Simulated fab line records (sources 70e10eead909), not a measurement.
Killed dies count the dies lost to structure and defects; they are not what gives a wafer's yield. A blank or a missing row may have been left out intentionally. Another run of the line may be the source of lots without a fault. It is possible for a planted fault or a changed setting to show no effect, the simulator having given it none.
Matching of chambers -- flow nand harc -- 4 sister chambers for NHARC_A_CHANNEL_FILL_D1_ALD_14 on ald hk-02
The step deposits SiO2, target thk 2.5 nm, pulse time 10 s, ald cycles 25. 4 wafers are shown with their chamber, then 9 later ones without.

== EACH WAFER AND ITS CHAMBER ==
wafer,chamber,heater power w (W)
L088.5,0,493
L089.4,2,464
L090.4,3,458
L090.5,1,478

== WAFERS WITH NO CHAMBER GIVEN ==
wafer,heater power w (W)
L091.1,464
L091.4,457
L091.5,491
L092.1,499
L092.2,483
L092.3,452
L095.2,439
L095.4,494
L095.6,486

== CHAMBER TAKEN BY EACH ==
wafer,from the rows above,in truth
L091.1,can't be placed: 2 or 3 or 1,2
L091.4,can't be placed: 3 or 2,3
L091.5,can't be placed: 0 or 1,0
L092.1,can't be placed: 0 or 1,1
L092.2,can't be placed: 1 or 0 or 2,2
L092.3,can't be placed: 3 or 2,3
L095.2,can't be placed: 3 or 2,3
L095.4,can't be placed: 0 or 1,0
L095.6,can't be placed: 0 or 1 or 2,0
0 of 9 placed correctly. Not placeable from these rows: 9 (in 9, the candidates include the true chamber). Number placed wrongly: 0.
How it was worked out, from the rows above alone: a wafer's distance from a chamber is the root of the sum, over the readings, of the square of ((its reading less the chamber's mean) divided by the reading's scatter). The wafer belongs to the nearest chamber; if the next one is less than 2 further off, it can't be placed. The mean given for a chamber averages the wafers shown for that chamber. The scatter (one wafer shown for each chamber): square how far every hidden wafer sits from the nearest shown wafer, average those squares and take the square root.
